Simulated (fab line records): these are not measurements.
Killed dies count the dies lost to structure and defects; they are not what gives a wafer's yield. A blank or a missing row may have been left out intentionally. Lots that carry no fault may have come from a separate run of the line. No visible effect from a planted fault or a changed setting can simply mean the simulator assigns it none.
Which of the tools did it? + flow nandHarc + 13 lots, 37 wafers sampled, at 5 steps of a route of 1302

WHAT THE GAUGES READ, wafer by wafer
NHARC_END_SORT_01.
| lot  | measured     | on        | killedAtArray | killedAtOther | killedAtPeriphery | killedDies | killedOpen | killedShort |
|------|--------------|-----------|---------------|---------------|-------------------|------------|------------|-------------|
| L280 | day 28 07:12 | prober-01 | 671 40 62     | 0 0 0         | 1 1 3             | 672 41 65  | 2 1 4      | 3 3 4       |
| L279 | day 28 10:29 | prober-02 | 652 42        | 5 0           | 6 2               | 663 44     | 5 4        | 2 2         |
| L281 | day 29 08:47 | prober-02 | 674 45        | 0 1           | 1 5               | 675 51     | 3 6        | 2 6         |
| L286 | day 31 01:58 | prober-01 | 53 44 45      | 1 0 2         | 1 1 4             | 55 45 51   | 3 2 2      | 2 5 3       |

WHAT TOOL EACH LOT RAN ON (gives the tool, then ch and the chambers of the sampled wafers, and finally the start)
| lot  | NHARC_A_STAIRCASE_TRIM_222        | NHARC_A_STAIRCASE_ETCH_223                   | NHARC_A_STAIRCASE_TRIM_229        | NHARC_A_STAIRCASE_ETCH_230                   |
|------|-----------------------------------|----------------------------------------------|-----------------------------------|----------------------------------------------|
| L271 | rieDiel-04 ch 2,3, day 17 01:41   | rieDiel-04 ch 0,3, day 17 02:52 or earlier   | rieDiel-09 ch 1,2,3, day 17 02:52 | rieDiel-09 ch 2,3, no start                  |
| L275 | rieDiel-01 ch 1,2,3, day 18 03:15 | rieDiel-01 ch 0,1,3, day 18 04:10 or earlier | rieDiel-01 ch 0,1,2, day 18 04:10 | rieDiel-01 ch 0,1,3, no start                |
| L276 | rieDiel-09 ch 0,1,3, day 18 23:56 | rieDiel-09 ch 0,1,2, day 19 00:43 or earlier | rieDiel-09 ch 0,1,3, day 19 00:43 | rieDiel-09 ch 0,1,3, no start                |
| L277 | rieDiel-01 ch 0,2,3, day 19 04:58 | rieDiel-01 ch 1,2,3, day 19 05:45 or earlier | rieDiel-09 ch 2,3, day 19 05:45   | rieDiel-09 ch 1,3, no start                  |
| L278 | rieDiel-09 ch 0,1,3, day 19 14:22 | rieDiel-09 ch 0,1, day 19 15:08 or earlier   | rieDiel-01 ch 0,2, day 19 15:08   | rieDiel-01 ch 0,2,3, no start                |
| L280 | rieDiel-09 ch 0,1,2, day 20 12:25 | rieDiel-09 ch 0,2,3, day 20 13:19 or earlier | rieDiel-01 ch 0,2,3, day 20 13:19 | rieDiel-01 ch 0,2,3, day 28 07:12 or earlier |
| L279 | rieDiel-09 ch 1,2, day 20 12:50   | rieDiel-09 ch 0,1, day 20 13:42 or earlier   | rieDiel-09 ch 0,1, day 20 13:42   | rieDiel-09 ch 2,3, day 28 10:29 or earlier   |
| L281 | rieDiel-09 ch 0,3, day 20 18:49   | rieDiel-09 ch 0,1, day 20 19:40 or earlier   | rieDiel-09 ch 0,1, day 20 19:40   | rieDiel-09 ch 0,1, day 29 08:47 or earlier   |
| L286 | rieDiel-01 ch 1,2,3, day 22 16:37 | rieDiel-01 ch 0,1,3, day 22 17:33 or earlier | rieDiel-09 ch 0,3, day 22 17:33   | rieDiel-09 ch 1,3, day 31 01:58 or earlier   |
| L288 | rieDiel-01 ch 2,3, day 24 04:05   | rieDiel-01 ch 0,1,2, day 24 04:57 or earlier | rieDiel-09 ch 1,3, day 24 04:57   | rieDiel-09 ch 0,3, no start                  |
| L290 | rieDiel-09 ch 0,1,3, day 24 22:53 | rieDiel-09 ch 2,3, day 24 23:47 or earlier   | rieDiel-09 ch 1,2,3, day 24 23:47 | rieDiel-09 ch 1,2, no start                  |
| L291 | rieDiel-04 ch 0,3, day 25 01:47   | rieDiel-04 ch 0,3, day 25 02:50 or earlier   | rieDiel-01 ch 0,1,2, day 25 02:50 | rieDiel-01 ch 0,1, no start                  |
| L292 | rieDiel-09 ch 1,2,3, day 25 03:15 | rieDiel-09 ch 0,1, day 25 04:33 or earlier   | rieDiel-01 ch 1,2, day 25 04:33   | rieDiel-01 ch 0,1, no start                  |
- NHARC_A_STAIRCASE_TRIM_222: chemistry O2, time 211.2 s.
- NHARC_A_STAIRCASE_ETCH_223: etches the open film in C4F8/O2, target depth 100 nm, time 40.5 s.
- NHARC_A_STAIRCASE_TRIM_229: chemistry O2, time 211.2 s.
- NHARC_A_STAIRCASE_ETCH_230: etches the open film in C4F8/O2, target depth 100 nm, time 40.5 s.

WHAT THE TOOLS THEMSELVES READ (means of the sampled wafers that have a number; where no wafer has one, the mark that the record gives instead)
NHARC_A_STAIRCASE_TRIM_222.
| lot  | tool       | drypumpMotorCurrentA (A) | oesProductAu (a.u.) | rfVppV (V) | showerheadPlenumPTorr (Torr) | throttleValvePct (%) |
|------|------------|--------------------------|---------------------|------------|------------------------------|----------------------|
| L271 | rieDiel-04 | 6.0                      | 0.994               | 58.7       | 3.73                         | 17.028               |
| L275 | rieDiel-01 | 5.7                      | 0.996               | 57.1       | 3.43                         | 17.037               |
| L276 | rieDiel-09 | 5.3                      | 1.003               | 57.7       | 3.60                         | 17.037               |
| L277 | rieDiel-01 | 6.0                      | 0.997               | 57.9       | 3.41                         | 17.043               |
| L278 | rieDiel-09 | 5.3                      | 1.003               | 57.7       | 3.60                         | 17.047               |
| L280 | rieDiel-09 | 5.4                      | 1.074               | 58.7       | 3.51                         | 17.036               |
| L279 | rieDiel-09 | 5.5                      | 1.120               | 58.0       | 3.53                         | 17.037               |
| L281 | rieDiel-09 | 5.2                      | 1.108               | 57.5       | 3.55                         | 17.041               |
| L286 | rieDiel-01 | 5.8                      | 1.000               | 58.6       | 3.41                         | 17.025               |
| L288 | rieDiel-01 | 5.9                      | 0.989               | 57.9       | 3.49                         | 17.043               |
| L290 | rieDiel-09 | 5.3                      | 1.000               | 58.3       | 3.57                         | 17.039               |
| L291 | rieDiel-04 | 5.7                      | 0.999               | 57.2       | 3.54                         | 17.045               |
| L292 | rieDiel-09 | 5.4                      | 1.015               | 57.8       | 3.55                         | 17.040               |

NHARC_A_STAIRCASE_ETCH_223.
| lot  | tool       | oesProductAu (a.u.) | rfVppV (V) |
|------|------------|---------------------|------------|
| L271 | rieDiel-04 | 0.931               | 901        |
| L275 | rieDiel-01 | 0.944               | 888        |
| L276 | rieDiel-09 | 0.955               | 896        |
| L277 | rieDiel-01 | 0.944               | 892        |
| L278 | rieDiel-09 | 0.952               | 896        |
| L280 | rieDiel-09 | 0.943               | 895        |
| L279 | rieDiel-09 | 0.936               | 897        |
| L281 | rieDiel-09 | 0.956               | 897        |
| L286 | rieDiel-01 | 0.930               | 888        |
| L288 | rieDiel-01 | 0.939               | 891        |
| L290 | rieDiel-09 | 0.948               | 894        |
| L291 | rieDiel-04 | 0.933               | 896        |
| L292 | rieDiel-09 | 0.950               | 895        |

NHARC_A_STAIRCASE_TRIM_229.
| lot  | tool       | drypumpMotorCurrentA (A) | oesProductAu (a.u.) | rfVppV (V) | showerheadPlenumPTorr (Torr) | throttleValvePct (%) |
|------|------------|--------------------------|---------------------|------------|------------------------------|----------------------|
| L271 | rieDiel-09 | 5.4                      | 1.003               | 58.4       | 3.58                         | 17.036               |
| L275 | rieDiel-01 | 5.5                      | 0.998               | 57.3       | 3.41                         | 17.033               |
| L276 | rieDiel-09 | 5.3                      | 1.008               | 57.5       | 3.60                         | 17.041               |
| L277 | rieDiel-09 | 5.5                      | 1.013               | 57.7       | 3.49                         | 17.022               |
| L278 | rieDiel-01 | 5.7                      | 0.995               | 56.8       | 3.39                         | 17.043               |
| L280 | rieDiel-01 | 6.0                      | 1.003               | 57.8       | 3.41                         | 17.033               |
| L279 | rieDiel-09 | 5.3                      | 1.007               | 57.9       | 3.56                         | 17.038               |
| L281 | rieDiel-09 | 5.3                      | 1.004               | 59.3       | 3.56                         | 17.032               |
| L286 | rieDiel-09 | 5.3                      | 1.007               | 58.2       | 3.58                         | 17.037               |
| L288 | rieDiel-09 | 5.3                      | 1.006               | 58.7       | 3.64                         | 17.022               |
| L290 | rieDiel-09 | 5.4                      | 1.000               | 57.5       | 3.55                         | 17.026               |
| L291 | rieDiel-01 | 5.5                      | 0.990               | 58.3       | 3.55                         | 17.036               |
| L292 | rieDiel-01 | 5.3                      | 0.994               | 56.9       | 3.38                         | 17.036               |

NHARC_A_STAIRCASE_ETCH_230.
| lot  | tool       | oesProductAu (a.u.) | rfVppV (V) |
|------|------------|---------------------|------------|
| L271 | rieDiel-09 | 0.965               | 895        |
| L275 | rieDiel-01 | 0.952               | 889        |
| L276 | rieDiel-09 | 0.949               | 897        |
| L277 | rieDiel-09 | 0.976               | 902        |
| L278 | rieDiel-01 | 0.971               | 892        |
| L280 | rieDiel-01 | 0.945               | 892        |
| L279 | rieDiel-09 | 0.963               | 896        |
| L281 | rieDiel-09 | 0.935               | 897        |
| L286 | rieDiel-09 | 0.948               | 901        |
| L288 | rieDiel-09 | 0.921               | 898        |
| L290 | rieDiel-09 | 0.942               | 895        |
| L291 | rieDiel-01 | 0.940               | 893        |
| L292 | rieDiel-01 | 0.966               | 893        |

THE ANSWER, worked out from the rows above alone
Rule: what is usual is taken from the lots themselves. Put in order of their means at a reading, lots are off if they are a third of the lots or fewer, leave a main group of 4 or more, and stand apart from it by a gap of 3 or more times the standard deviation of the main group's means; of several such gaps the widest counts. A main group whose means are all the same, to the digits that the tables above print for the reading, isn't used. A lot without any number at a reading at which 4 lots or more have one is off too. All remaining lots with rows at the step are treated as sound. First the gauges in route order, then the tools' own readings, where a lot's mean is used as printed above. The first step at which some lot is off is used, and at that step the reading that is off furthest; a lot without a number counts as furthest.
Off: L280, L279, L281, at NHARC_A_STAIRCASE_TRIM_222 (oesProductAu). The main group: mean 1.000 a.u., standard deviation 0.0065.
A tool fits if, at that step or a process step before it, it ran every lot that is off, and no sound lot after the first of them. No candidate that was tried fits.

WHAT WAS PUT IN BY THE SIMULATOR
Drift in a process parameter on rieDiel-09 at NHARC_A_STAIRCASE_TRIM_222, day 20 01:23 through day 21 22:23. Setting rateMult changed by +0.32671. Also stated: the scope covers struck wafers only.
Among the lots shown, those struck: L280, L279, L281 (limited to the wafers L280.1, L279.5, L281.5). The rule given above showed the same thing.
